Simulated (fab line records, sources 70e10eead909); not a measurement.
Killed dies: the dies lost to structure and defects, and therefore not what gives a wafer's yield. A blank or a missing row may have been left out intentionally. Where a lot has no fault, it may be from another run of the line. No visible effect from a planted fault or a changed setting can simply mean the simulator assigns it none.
Chamber matching    flow nand-harc    NHARC_A_STAIRCASE_DESCUM_186 on rie-diel-11: 4 sister chambers
The step chemistry O2, time 3 s. 27 wafers are shown with their chamber, then 12 later ones without.

== EACH WAFER AND ITS CHAMBER ==
wafer   chamber  drypump-motor-current-A (A)  showerhead-plenum-p-Torr (Torr)  rf-vpp-V (V)
L074.2  1        5.7                          1.85                             56.3
L074.4  3        5.2                          2.05                             57.5
L074.5  1        5.7                          1.85                             58.2
L076.1  1        5.7                          1.84                             59.2
L076.2  2        5.8                          2.03                             57.3
L076.4  0        5.7                          1.77                             56.9
L078.2  3        5.2                          2.04                             59.5
L078.3  2        5.8                          2.03                             58.9
L078.6  0        5.7                          1.77                             57.2
L081.1  1        5.7                          1.84                             58.0
L081.5  1        5.6                          1.84                             55.9
L081.6  0        5.7                          1.76                             57.5
L083.1  2        5.8                          2.02                             58.1
L083.4  1        5.7                          1.84                             57.1
L083.6  3        5.1                          2.04                             57.3
L087.3  2        5.8                          2.02                             57.9
L087.5  3        5.2                          2.04                             57.3
L087.6  2        5.8                          2.02                             59.6
L088.3  2        5.8                          2.02                             58.3
L088.4  2        5.8                          2.02                             58.1
L088.6  1        5.7                          1.83                             57.0
L089.2  3        5.2                          2.03                             58.2
L089.3  2        5.8                          2.02                             58.6
L089.6  3        5.2                          2.03                             57.1
L092.1  3        5.2                          2.03                             56.9
L092.2  0        5.7                          2.07                             59.2
L092.6  0        5.7                          2.07                             59.1

SIGNATURES, as means of the wafers listed above
reading                   chamber 0  chamber 1  chamber 2  chamber 3  scatter within a chamber
drypump-motor-current-A   5.700      5.686      5.800      5.186      0.0273
showerhead-plenum-p-Torr  1.8880     1.8414     2.0225     2.0371     0.0696
rf-vpp-V                  57.980     57.386     58.350     57.686     0.953
Rule: a wafer lies at a distance from a chamber equal to the root of the sum of squares, over the readings, of (its reading less the chamber's mean, divided by the reading's scatter). The wafer belongs to the nearest chamber; if the next one is less than 2 further off, it can't be placed. The scatter: take each reading less its chamber's mean, square it, sum over the shown wafers, divide by the number of wafers less the number of chambers, and take the root.

== WAFERS MISSING THEIR CHAMBER ==
wafer   drypump-motor-current-A (A)  showerhead-plenum-p-Torr (Torr)  rf-vpp-V (V)
L091.2  5.7                          2.07                             58.8
L091.3  5.8                          2.01                             58.9
L091.6  5.8                          2.01                             56.9
L096.1  5.2                          2.02                             58.2
L096.3  5.7                          1.82                             56.4
L096.4  5.8                          2.01                             58.1
L097.1  5.8                          2.01                             57.6
L097.3  5.2                          2.02                             59.1
L097.4  5.7                          1.82                             57.4
L097.2  5.7                          2.06                             58.5
L097.5  5.7                          2.06                             57.5
L097.6  5.2                          2.02                             57.6

== CHAMBER TAKEN BY EACH ==
wafer   from the rows above           in truth
L091.2  can't be placed: 0 or 1 or 2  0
L091.3  2                             2
L091.6  2                             2
L096.1  3                             3
L096.3  can't be placed: 1 or 0       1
L096.4  2                             2
L097.1  2                             2
L097.3  3                             3
L097.4  can't be placed: 1 or 0       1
L097.2  can't be placed: 0 or 1 or 2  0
L097.5  can't be placed: 0 or 1 or 2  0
L097.6  3                             3
Correct placement for 7 of the 12. Unplaceable from these rows: 5, with the true chamber sitting among the candidates in 5. Wrongly placed: 0.
